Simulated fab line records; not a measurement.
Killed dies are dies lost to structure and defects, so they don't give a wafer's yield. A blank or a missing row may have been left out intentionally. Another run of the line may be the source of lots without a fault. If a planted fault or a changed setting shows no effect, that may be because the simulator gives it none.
fab line records    flow nandHarc
record: lots: 11  wafers: 33  lastDay: 24
route steps=1159 shown A_STAIRCASE@738 A_SGD_CUT@764 END@1159
lots that met no fault: taken from a fault-free run of the same line
startH: the number of hours between the record's first day and the start of the first shown wafer of the lot    waitH: hours elapsed since this lot's preceding step    " the same as in the row above    L1.1+2: several wafers, shown together as one row    - no value, or no start was given    * or withheld: withheld    < > ~ a bound
route shown NAME@n: names a module that has steps shown in the file, with the first one's number in the route    usual: mean/standard deviation taken from wafers without a fault    same: alike in all rows    chamber/n: place in a boat    sites: per-site readings    _std_site: standard deviation of those values    _edge_site: outer sites' mean less inner sites'    radiusMm: how far each site lies from the wafer's centre    mask NAME#n: copy n    behind: the most recent tool/chamber to have shaped the wafer    hold: the reason the lot was held/the length of the hold in hours/how it ended    device: names the non-switching transistor (n, p or np)    end of line: tests of these same wafers at the route's end    for a step that has no rows: nothing shown but its recipe    killed: at the first sort, the dies lost to defects and structure; wafer yield is something else    map: dies across one wafer; x = killed, . = not, _ = none there
set.NAME: the setting the step ran with; set.NAME@STEP: the setting that earlier step ran with    model.NAME: the simulator's own value behind a step, which no gauge read
a sample of lots followed through the steps of the route, with each step as a table and each wafer as a row
services: from which hour (startH, from the record's first day; less than 0 if before it) a tool's chamber was out of use, for how many hours, and why
== steps ==
step: NHARC_A_STAIRCASE_ETCHBACK_422
recipe: targetDepthA: 400  overEtchFrac: 0.3  timeS: 74.286  ionEnergyEv: 120  ch3fFlowSccm: 50  o2FlowSccm: 30  arFlowSccm: 200  rfW: 500  biasW: 100  chemistry: CH3F/O2
usual: drypumpMotorCurrentA: 5.91/0.28  oesProductAu: 0.96/0.037  rfVppV: 245.1/1.4  showerheadPlenumPTorr: 2.51/0.086  throttleValvePct: 20.662/0.0085
lot.wafer  tool        chamber  startH  waitH  drypumpMotorCurrentA  oesProductAu  rfHoursCounterH  rfVppV  showerheadPlenumPTorr  throttleValvePct
L308.1     rieDiel-13  1        299.72  0.2    6.26                  1.00          6                243.9   2.40                   20.655
L308.5     "           2        "       "      5.79                  1.00          -                244.4   2.48                   20.673
L308.6     "           3        "       "      6.38                  1.00          -                246.4   2.55                   20.647
L312.1     rieDiel-08  3        324.09  0.2    5.70                  0.99          5                243.6   2.39                   20.661
L312.2     "           1        "       "      5.19                  1.00          5                246.0   2.52                   20.650
L312.6     "           3        "       "      5.68                  1.00          -                242.8   2.39                   20.672
L313.3     rieDiel-08  1        324.76  0.2    5.20                  0.99          5                245.5   2.52                   20.670
L313.2     "           2        "       "      5.61                  1.00          5                243.2   2.34                   20.670
L313.1     "           3        "       "      5.71                  1.00          5                242.8   2.39                   20.651
L314.2     rieDiel-05  3        353.40  0.2    6.22                  0.99          2                246.0   2.47                   20.664
L314.6     "           2        "       "      5.64                  1.00          -                245.1   2.46                   20.662
L314.5     "           3        "       "      6.25                  0.98          -                244.7   2.47                   20.664
L315.1     rieDiel-13  0        354.81  0.2    5.86                  0.92          28               246.4   2.65                   20.654
L315.6     "           0        "       "      5.85                  0.92          -                246.1   2.65                   20.661
L315.5     "           1        "       "      6.22                  0.91          -                242.5   2.39                   20.660
L317.4     rieDiel-08  0        364.81  0.1    5.98                  1.00          22               247.6   2.55                   20.651
L317.5     "           3        "       "      5.68                  0.92          -                242.5   2.38                   20.665
L317.6     "           0        "       "      5.99                  1.01          -                244.9   2.55                   20.663
L322.3     rieDiel-05  1        405.75  0.1    5.90                  0.93          21               246.2   2.57                   20.647
L322.4     "           3        "       "      6.23                  0.92          22               244.1   2.47                   20.665
L322.5     "           1        "       "      5.87                  0.92          -                245.8   2.57                   20.666
L325.3     rieDiel-05  1        406.22  0.1    5.91                  0.99          21               246.6   2.57                   20.658
L325.1     "           3        "       "      6.22                  0.97          22               242.5   2.47                   20.662
L325.6     "           0        "       "      6.09                  0.99          -                245.2   2.60                   20.662
L329.1     rieDiel-08  2        419.67  0.2    5.60                  0.92          41               244.4   2.33                   20.659
L329.6     "           3        "       "      5.68                  0.92          -                242.4   2.38                   20.664
L329.5     "           0        "       "      5.98                  0.93          -                245.7   2.54                   20.679
L327.2     rieDiel-05  1        419.68  0.2    5.86                  0.92          27               246.3   2.57                   20.668
L327.1     "           2        "       "      5.64                  0.93          27               244.2   2.45                   20.663
L327.4     "           3        "       "      6.25                  0.91          28               243.7   2.46                   20.671
L330.3     rieDiel-05  2        446.40  0.1    5.63                  1.00          37               244.1   2.45                   20.658
L330.4     "           3        "       "      6.25                  0.99          38               245.9   2.46                   20.663
L330.6     "           2        "       "      5.61                  0.99          -                243.7   2.45                   20.669
step: NHARC_A_SGD_CUT_ETCH_15
recipe: targetDepthA: 750  timeS: 64.3  ch3fFlowSccm: 50  o2FlowSccm: 30  arFlowSccm: 200  rfW: 500  biasW: 100  chemistry: CH3F/O2
usual: drypumpMotorCurrentA: 5.4/0.59  oesProductAu: 0.964/0.015  rfVppV: 262.9/1.7  runLengthS: 85.7/0.56  showerheadPlenumPTorr: 2.39/0.097  throttleValvePct: 20.662/0.0093
lot.wafer  tool        chamber  startH  waitH  drypumpMotorCurrentA  oesProductAu  rfHoursCounterH  rfVppV  runLengthS  showerheadPlenumPTorr  throttleValvePct
L308.1     rieDiel-03  0        -       -      4.8                   0.924         8                263.7   85.4        2.54                   20.650
L308.5     "           2        "       "      5.8                   0.926         -                260.4   85.1        2.29                   20.663
L308.6     "           3        "       "      5.5                   0.920         -                261.4   86.2        2.29                   20.645
L312.1     rieDiel-12  0        -       -      5.4                   0.959         13               264.0   85.1        2.46                   20.676
L312.2     "           3        "       "      6.4                   0.951         12               261.8   86.2        2.30                   20.681
L312.6     "           0        "       "      5.4                   0.952         -                265.7   85.1        2.46                   20.657
L313.2     rieDiel-03  3        -       -      5.6                   0.980         12               261.7   85.8        2.29                   20.668
L313.1     "           1        "       "      4.6                   0.971         13               262.5   84.8        2.47                   20.664
L313.3     "           2        "       "      5.8                   0.990         12               262.3   85.3        2.29                   20.649
L314.2     rieDiel-03  1        -       -      4.6                   0.977         15               264.3   84.8        2.47                   20.649
L314.5     "           3        "       "      5.6                   0.958         -                261.8   86.3        2.29                   20.650
L314.6     "           0        "       "      4.9                   0.951         -                264.8   85.2        2.53                   20.658
L315.1     rieDiel-03  2        -       -      5.8                   0.960         15               261.2   85.1        2.29                   20.660
L315.5     "           3        "       "      5.6                   0.975         -                260.5   85.6        2.29                   20.657
L315.6     "           0        "       "      4.9                   0.975         -                265.4   85.0        2.53                   20.660
L317.4     rieDiel-03  0        -       -      4.8                   0.983         16               265.2   85.4        2.53                   20.668
L317.5     "           3        "       "      5.5                   0.984         -                261.5   85.7        2.29                   20.670
L317.6     "           0        "       "      4.8                   0.975         -                265.5   85.1        2.53                   20.651
L322.4     rieDiel-11  0        -       -      6.0                   0.965         3                264.1   86.2        2.45                   20.648
L322.3     "           2        "       "      6.2                   0.962         3                262.3   85.9        2.31                   20.668
L322.5     "           0        "       "      6.0                   0.981         -                263.5   86.5        2.45                   20.662
L325.1     rieDiel-03  2        -       -      5.8                   0.939         2                262.2   84.9        2.28                   20.659
L325.3     "           1        "       "      4.6                   0.950         1                265.3   84.8        2.46                   20.663
L325.6     "           2        "       "      5.8                   0.960         -                260.0   85.3        2.28                   20.679
L329.1     rieDiel-11  3        -       -      4.8                   0.977         4                261.7   85.6        2.31                   20.660
L329.5     "           3        "       "      4.8                   0.972         -                262.7   85.3        2.31                   20.673
L329.6     "           0        "       "      6.1                   0.972         -                262.8   86.4        2.45                   20.659
L327.2     rieDiel-03  2        -       -      5.8                   0.960         2                262.0   85.1        2.28                   20.654
L327.1     "           0        "       "      4.8                   0.974         2                265.9   85.2        2.53                   20.654
L327.4     "           1        "       "      4.6                   0.968         2                264.0   84.4        2.46                   20.663
L330.3     rieDiel-12  2        -       -      5.6                   0.988         7                265.8   85.3        2.49                   20.666
L330.4     "           3        "       "      6.4                   0.950         6                262.5   86.3        2.30                   20.684
L330.6     "           2        "       "      5.6                   0.971         -                263.5   85.3        2.49                   20.660
step: NHARC_A_SGD_CUT_ETCH_16
recipe: targetDepthA: 3105  timeS: 155.2  c4f8FlowSccm: withheld  o2FlowSccm: 8  arFlowSccm: withheld  rfW: 600  biasW: 800  chemistry: C4F8/O2/Ar
usual: oesProductAu: 0.975/0.013  rfVppV: 720/4.1  runLengthS: 176.5/0.57
lot.wafer  tool        chamber  startH  waitH  oesProductAu  rfHoursCounterH  rfVppV  runLengthS
L308.1     rieDiel-03  2        302.47  -      0.948         9                717     176.0
L308.5     "           0        "       "      0.937         -                726     175.7
L308.6     "           1        "       "      0.938         -                724     175.5
L312.2     rieDiel-12  0        326.89  -      0.975         13               722     175.9
L312.1     "           3        "       "      0.975         12               717     176.8
L312.6     "           0        "       "      0.973         -                723     176.7
L313.1     rieDiel-03  3        327.56  -      0.998         12               717     176.7
L313.3     "           0        "       "      0.976         12               726     175.7
L313.2     "           2        "       "      0.988         12               715     176.0
L314.2     rieDiel-03  2        356.29  -      0.979         14               716     175.8
L314.6     "           2        "       "      0.980         -                715     176.1
L314.5     "           3        "       "      0.976         -                716     176.9
L315.1     rieDiel-03  3        357.77  -      0.985         15               718     176.7
L315.6     "           0        "       "      0.981         -                727     176.1
L315.5     "           1        "       "      0.965         -                724     175.9
L317.4     rieDiel-03  1        367.61  -      0.969         16               724     176.0
L317.6     "           0        "       "      0.992         -                727     175.9
L317.5     "           1        "       "      0.969         -                723     175.5
L322.3     rieDiel-11  0        408.58  -      0.978         3                722     177.6
L322.4     "           1        "       "      0.974         2                718     176.8
L322.5     "           3        "       "      0.962         -                718     176.1
L325.1     rieDiel-03  2        409.05  -      0.972         2                716     175.9
L325.3     "           3        "       "      0.956         2                716     176.9
L325.6     "           0        "       "      0.958         -                727     193.7
L329.1     rieDiel-11  1        422.81  -      0.960         3                717     177.3
L329.5     "           2        "       "      0.964         -                717     176.9
L329.6     "           3        "       "      0.989         -                718     176.1
L327.1     rieDiel-03  3        422.93  -      0.984         3                715     176.9
L327.4     "           0        "       "      0.990         3                727     193.7
L327.2     "           1        "       "      0.978         2                725     175.8
L330.4     rieDiel-12  2        449.23  -      0.984         7                725     176.2
L330.3     "           3        "       "      0.962         6                716     176.8
L330.6     "           1        "       "      0.991         -                727     176.6
step: NHARC_A_SGD_CUT_STRIP_28
recipe: timeS: 20  o2FlowSccm: 500  arFlowSccm: 0  biasW: 0  chemistry: O2
usual: drypumpMotorCurrentA: 5.4/0.59  oesProductAu: 0.998/0.0063  rfVppV: 57.7/0.83  showerheadPlenumPTorr: 3.44/0.14  throttleValvePct: 17.036/0.009
lot.wafer  tool        chamber  startH  waitH  drypumpMotorCurrentA  oesProductAu  rfHoursCounterH  rfVppV  showerheadPlenumPTorr  throttleValvePct
L308.1     rieDiel-03  3        -       -      5.5                   1.001         9                57.7    3.30                   17.025
L308.5     "           2        "       "      5.8                   0.999         -                56.7    3.29                   17.044
L308.6     "           3        "       "      5.6                   0.998         -                57.9    3.30                   17.025
L313.3     rieDiel-12  1        -       -      5.4                   1.003         12               57.9    3.68                   17.046
L313.1     "           3        "       "      6.4                   0.999         13               58.1    3.31                   17.048
L313.2     "           0        "       "      5.4                   1.006         13               58.9    3.53                   17.036
L312.1     rieDiel-03  2        -       -      5.8                   1.001         13               57.4    3.29                   17.034
L312.2     "           0        "       "      4.9                   0.989         13               58.4    3.63                   17.032
L312.6     "           2        "       "      5.8                   0.992         -                56.0    3.29                   17.028
L314.2     rieDiel-11  1        -       -      4.7                   0.981         12               58.1    3.38                   17.039
L314.6     "           0        "       "      6.1                   0.997         -                58.3    3.52                   17.024
L314.5     "           1        "       "      4.7                   0.997         -                56.6    3.38                   17.035
L315.1     rieDiel-03  1        -       -      4.7                   1.001         16               57.6    3.54                   17.044
L315.6     "           0        "       "      4.8                   0.993         -                59.0    3.63                   17.042
L315.5     "           1        "       "      4.7                   1.000         -                58.3    3.54                   17.044
L317.4     rieDiel-03  3        -       -      5.5                   1.004         16               56.3    3.29                   17.030
L317.6     "           2        "       "      5.8                   1.005         -                57.5    3.29                   17.038
L317.5     "           3        "       "      5.5                   0.999         -                56.9    3.29                   17.036
L325.1     rieDiel-03  1        -       -      4.7                   1.016         2                56.8    3.53                   17.033
L325.3     "           3        "       "      5.6                   1.005         2                56.9    3.29                   17.054
L325.6     "           1        "       "      4.7                   1.005         -                58.1    3.53                   17.038
L322.3     rieDiel-11  1        -       -      4.7                   0.997         2                56.6    3.38                   17.023
L322.4     "           0        "       "      6.1                   0.993         3                57.9    3.52                   17.021
L322.5     "           1        "       "      4.7                   0.992         -                58.0    3.38                   17.045
L329.1     rieDiel-11  2        -       -      6.2                   0.995         5                58.2    3.31                   17.013
L329.5     "           3        "       "      4.8                   1.000         -                56.8    3.32                   17.028
L329.6     "           0        "       "      6.1                   0.990         -                57.6    3.52                   17.042
L327.1     rieDiel-12  1        -       -      5.4                   0.998         4                59.2    3.68                   17.034
L327.4     "           2        "       "      5.5                   0.994         4                58.7    3.58                   17.036
L327.2     "           3        "       "      6.4                   0.998         4                58.5    3.30                   17.044
L330.3     rieDiel-03  1        455.02  0.2    4.7                   1.008         5                57.3    3.53                   17.037
L330.6     "           3        "       "      5.6                   0.998         -                57.8    3.29                   17.031
L330.4     "           0        "       "      4.9                   0.991         -                57.5    3.63                   17.038
step: NHARC_END_SORT_01
recipe: tempC: 25
usual: killedAtArray: 31/12  killedAtOther: 0.6/0.85  killedAtPeriphery: 3.0/2.3  killedDies: 35/12  killedOpen: 3.2/1.9  killedShort: 1.8/1.4
same: grossDies: 677
lot.wafer  tool       chamber  startH  waitH  killedAtArray  killedAtOther  killedAtPeriphery  killedDies  killedOpen  killedShort
L325.1     prober-02  0        533.78  2.5    35             1              4                  40          4           2
L325.3     prober-02  0        535.35  3.0    42             0              2                  44          1           2
L325.6     prober-02  0        537.71  3.9    670            1              4                  675         2           2
L327.1     prober-02  0        557.16  2.5    15             0              5                  20          2           1
L327.2     prober-02  0        557.95  2.8    9              0              2                  11          2           1
L327.4     prober-02  0        559.53  3.4    666            1              7                  674         5           6
killed by level:class
L325.1 A_CHANNEL_HOLE_D1:chamberFilmFlake=19 A_CONTACT:chamberFilmFlake=4 A_BLC:chamberFilmFlake=3 A_SLIT:chamberFilmFlake=3 P_BONDPAD:chamberFilmFlake=2 P_M0:geometricParticle:open=1 A_ONON_D1:geometricParticle:open=1 A_CHANNEL_HOLE_D1:geometricParticle:open=1
L325.3 A_CHANNEL_HOLE_D1:chamberFilmFlake=29 A_BLC:chamberFilmFlake=5 A_SLIT:chamberFilmFlake=3 A_ZERO_WELL:chamberFilmFlake=2 P_M0:geometricParticle:short=1 A_CHANNEL_FILL_D1:geometricParticle:short=1 A_M1:geometricParticle:open=1 P_ZERO_WELL:chamberFilmFlake=1
L325.6 A_SGD_CUT:areaEtch=632 A_CHANNEL_HOLE_D1:chamberFilmFlake=23 A_SLIT:chamberFilmFlake=4 A_BLC:chamberFilmFlake=3 P_BONDPAD:chamberFilmFlake=2 A_STAIRCASE:chamberFilmFlake=2 A_CONTACT:chamberFilmFlake=2 A_SOURCE_PLATE:geometricParticle:short=1
L327.1 A_CHANNEL_HOLE_D1:chamberFilmFlake=7 P_CONTACT:chamberFilmFlake=5 A_CHANNEL_FILL_D1:chamberFilmFlake=2 A_ONON_D1:geometricParticle:open=1 A_M0:geometricParticle:open=1 A_M1:geometricParticle:short=1 A_ZERO_WELL:chamberFilmFlake=1 A_WL_FILL:chamberFilmFlake=1
L327.2 A_CHANNEL_HOLE_D1:chamberFilmFlake=4 A_STAIRCASE:chamberFilmFlake=2 P_M2:geometricParticle:open=1 A_CHANNEL_HOLE_D1:geometricParticle:open=1 A_M1:geometricParticle:short=1 P_CONTACT:chamberFilmFlake=1 A_WL_FILL:chamberFilmFlake=1
L327.4 A_SGD_CUT:areaEtch=643 A_CHANNEL_HOLE_D1:chamberFilmFlake=10 P_CONTACT:chamberFilmFlake=5 A_CHANNEL_FILL_D1:geometricParticle:short=2 A_WL_FILL:geometricParticle:open=2 P_CONTACT:geometricParticle:short=1 P_M1:geometricParticle:open=1 A_SOURCE_PLATE:geometricParticle:open=1
== services ==
tool        chamber  startH  hours  kind
rieDiel-13  -        276.14  9.0    pm
rieDiel-11  3        289.42  2.4    repair
rieDiel-03  0        297.83  -      clean
rieDiel-03  1        297.83  -      clean
rieDiel-03  2        297.83  -      clean
rieDiel-03  3        297.83  -      clean
rieDiel-12  2        300.91  12.1   repair
rieDiel-08  -        302.18  9.0    pm
rieDiel-03  0        322.33  -      clean
rieDiel-03  1        322.33  -      clean
rieDiel-03  2        322.33  -      clean
rieDiel-12  1        324.06  8.2    repair
rieDiel-08  3        325.44  4.3    repair
rieDiel-05  -        341.54  9.0    pm
rieDiel-12  1        347.59  5.7    repair
rieDiel-11  -        366.50  9.0    pm
rieDiel-05  2        373.55  2.0    repair
rieDiel-12  -        379.40  9.0    pm
rieDiel-03  -        392.39  9.0    pm
rieDiel-11  2        393.55  4.1    repair
rieDiel-11  1        396.35  8.9    repair
rieDiel-08  -        446.38  0.3    repair
rieDiel-03  2        450.70  7.6    repair
rieDiel-13  -        453.14  9.0    pm
== key ==
firstSign: step: NHARC_A_SGD_CUT_ETCH_16  reading: runLengthS  direction: up  sigmas: 30  usual: *  struck: *
effect: step: NHARC_END_SORT_01  reading: killedDies  direction: up  sigmas: 56  usual: 35  struck: 674
moreKillsBornAt: NHARC_A_SGD_CUT_ETCH_16@rieDiel-03: 1275
metAt NHARC_A_SGD_CUT_ETCH_16
struckLots L325,L327
struckWafers L325.6,L327.4
laterRowsLeftOut L325.6,L327.4
testerLeftOut L325,L327
notActingAt NHARC_A_STAIRCASE_ETCHBACK_422,NHARC_A_SGD_CUT_ETCH_15,NHARC_A_SGD_CUT_STRIP_28
onsetBetween 367.61 409.05
fault: kind: processParameterDrift  tool: rieDiel-03  chamber: 0  onsetH: 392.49  steps: NHARC_A_SGD_CUT_ETCH_16  channel: timeS  offset: *  shape: step  endH: 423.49  actsIn: *  stated: *
testerLeftOut: of these lots the tester's yield and bins aren't shown, on N5 and GAA mostly nor the transistor test; their killed dies are dies lost to structure and defects alone, not to doping, threshold or leakage, so they don't give the yield
laterRowsLeftOut: the simulator's readings of these wafers behind a module that went badly wrong aren't trusted and aren't shown, but for the sort
